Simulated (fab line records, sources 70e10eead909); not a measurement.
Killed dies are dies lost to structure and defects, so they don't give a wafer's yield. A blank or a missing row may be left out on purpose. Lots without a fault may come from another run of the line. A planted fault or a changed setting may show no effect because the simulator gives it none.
Tool commonality check | flow nand_harc | 16 lots, 48 wafers sampled

WHY IT WAS OPENED
At NHARC_P_M0_CD_MEAS_09 the reading cd_nm is flagged on 4 of 16 lots. Wafers without a fault read 89.7 nm, standard deviation 0.51.
Rule: a lot is flagged when every wafer of it that has a number lies more than 4 standard deviations from that mean, or none has a number. The other lots count as sound.

lot  | measured     | on        | cd_nm (nm), wafer by wafer | flag
L203 | day 6 00:53  | cd_sem-03 | 89.0 89.5 89.4             |
L202 | day 6 01:16  | cd_sem-02 | 89.8 91.0 90.4             |
L204 | day 6 13:58  | cd_sem-01 | 89.8 89.6 89.6             |
L205 | day 6 14:07  | cd_sem-01 | 89.4 89.0 89.8             |
L207 | day 7 00:16  | cd_sem-01 | 89.8 89.7 89.0             |
L209 | day 7 13:48  | cd_sem-01 | 90.3 90.3 90.0             |
L211 | day 8 00:48  | cd_sem-01 | 89.0 89.0 89.9             |
L212 | day 8 01:59  | cd_sem-03 | 90.2 90.2 90.3             |
L215 | day 9 00:32  | cd_sem-02 | 72.1 72.3 72.7             | FLAGGED
L213 | day 9 01:48  | cd_sem-03 | 75.2 76.1 76.3             | FLAGGED
L217 | day 9 11:08  | cd_sem-01 | 90.3 91.1 90.7             |
L216 | day 9 11:46  | cd_sem-03 | 78.6 78.7 78.7             | FLAGGED
L220 | day 10 08:24 | cd_sem-02 | 79.8 80.8 80.5             | FLAGGED
L221 | day 10 17:06 | cd_sem-01 | 90.1 90.0 89.7             |
L222 | day 10 22:00 | cd_sem-03 | 89.6 89.4 89.1             |
L224 | day 11 06:26 | cd_sem-02 | 90.8 90.2 90.4             |
The numbers of the flagged lots are 76.8 nm on average: -12.9 nm against the usual, or -25 standard deviations.

WHICH TOOL RAN EACH LOT
The record holds 2 process steps before the reading, out of a route of 1159 steps. In each cell: the tool, then ch and the chambers that the sampled wafers went through, then the start.
lot  | flag    | NHARC_P_CONTACT_CVD_23                   | NHARC_P_M0_EXPOSE_06
L203 |         | cvd_w-02 ch 0,1, day 5 23:50 or earlier  | arfi_scanner-02 ch 0, day 6 00:44
L202 |         | cvd_w-02 ch 0,1, day 6 00:22 or earlier  | arfi_scanner-01 ch 0, day 6 01:07
L204 |         | cvd_w-02 ch 0, day 6 13:03 or earlier    | arfi_scanner-03 ch 0, day 6 13:49
L205 |         | cvd_w-01 ch 0,1, day 6 13:01 or earlier  | arfi_scanner-02 ch 0, day 6 13:58
L207 |         | cvd_w-02 ch 0,1, day 6 23:22 or earlier  | arfi_scanner-01 ch 0, day 7 00:08
L209 |         | cvd_w-01 ch 0,1, day 7 12:48 or earlier  | arfi_scanner-01 ch 0, day 7 13:40
L211 |         | cvd_w-02 ch 0,1, day 7 23:54 or earlier  | arfi_scanner-02 ch 0, day 8 00:40
L212 |         | cvd_w-02 ch 0,1, day 8 01:12 or earlier  | arfi_scanner-02 ch 0, day 8 01:52
L215 | FLAGGED | cvd_w-01 ch 0,1, day 8 23:46 or earlier  | arfi_scanner-02 ch 0, day 9 00:24
L213 | FLAGGED | cvd_w-01 ch 0,1, day 9 01:01 or earlier  | arfi_scanner-02 ch 0, day 9 01:40
L217 |         | cvd_w-01 ch 0,1, day 9 10:12 or earlier  | arfi_scanner-03 ch 0, day 9 11:00
L216 | FLAGGED | cvd_w-01 ch 0,1, day 9 10:44 or earlier  | arfi_scanner-02 ch 0, day 9 11:38
L220 | FLAGGED | cvd_w-01 ch 1, day 10 07:30 or earlier   | arfi_scanner-02 ch 0, day 10 08:16
L221 |         | cvd_w-01 ch 0,1, day 10 16:12 or earlier | arfi_scanner-03 ch 0, day 10 16:58
L222 |         | cvd_w-01 ch 0,1, day 10 21:05 or earlier | arfi_scanner-01 ch 0, day 10 21:52
L224 |         | cvd_w-01 ch 0,1, day 11 05:15 or earlier | arfi_scanner-03 ch 0, day 11 06:17
What these steps do:
- NHARC_P_CONTACT_CVD_23: deposits W, target thk 200 nm, time 557 s.
- NHARC_P_M0_EXPOSE_06: exposes mask P M0, target cd 90 nm.
- NHARC_P_M0_CD_MEAS_09: target cd 90 nm.

FLAGGED OVER TOTAL, TOOL BY TOOL (the gauges that took the reading come last)
step                   | tool            | lots run | flagged | share of the flagged lots | sound lots run after its first flagged lot
NHARC_P_CONTACT_CVD_23 | cvd_w-01        | 10       | 4       | all                       | 4 (L217,L221,L222,L224)
NHARC_P_CONTACT_CVD_23 | cvd_w-02        | 6        | 0       | none                      | -
NHARC_P_M0_EXPOSE_06   | arfi_scanner-01 | 4        | 0       | none                      | -
NHARC_P_M0_EXPOSE_06   | arfi_scanner-02 | 8        | 4       | all                       | 0
NHARC_P_M0_EXPOSE_06   | arfi_scanner-03 | 4        | 0       | none                      | -
NHARC_P_M0_CD_MEAS_09  | cd_sem-01       | 7        | 0       | none                      | -
NHARC_P_M0_CD_MEAS_09  | cd_sem-02       | 4        | 2       | some                      | 1 (L224)
NHARC_P_M0_CD_MEAS_09  | cd_sem-03       | 5        | 2       | some                      | 1 (L222)
NHARC_P_CONTACT_CVD_23 gives no start for some lots, so the hours and the order of its lots are those of NHARC_P_CONTACT_INSPECT_27.

WHAT THE TABLE ALLOWS
2 rows of the table ran every flagged lot: cvd_w-01 at NHARC_P_CONTACT_CVD_23, arfi_scanner-02 at NHARC_P_M0_EXPOSE_06.
- cvd_w-01 at NHARC_P_CONTACT_CVD_23: 4 of its 10 lots flagged. Sound lots ran on it after the first flagged one (L217, L221, L222, L224), which a lasting fault on the whole tool wouldn't allow.
- arfi_scanner-02 at NHARC_P_M0_EXPOSE_06: 4 of its 8 lots flagged. Its last sound lot is L212 (day 8 01:52), its first flagged lot L215 (day 9 00:24): a fault that began between those two fits. Its own readings lie more than 4 standard deviations out on every wafer of the flagged lots: exposure_dose_mJ_cm2.
One tool is left: arfi_scanner-02 at NHARC_P_M0_EXPOSE_06.

WHAT THE SIMULATOR HAD PUT IN
Process parameter drift: arfi_scanner-02, from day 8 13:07 on, at NHARC_P_M0_EXPOSE_06. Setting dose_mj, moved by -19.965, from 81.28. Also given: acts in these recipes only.
Lots struck among those shown: L215, L213, L216, L220. The rule above found the same.
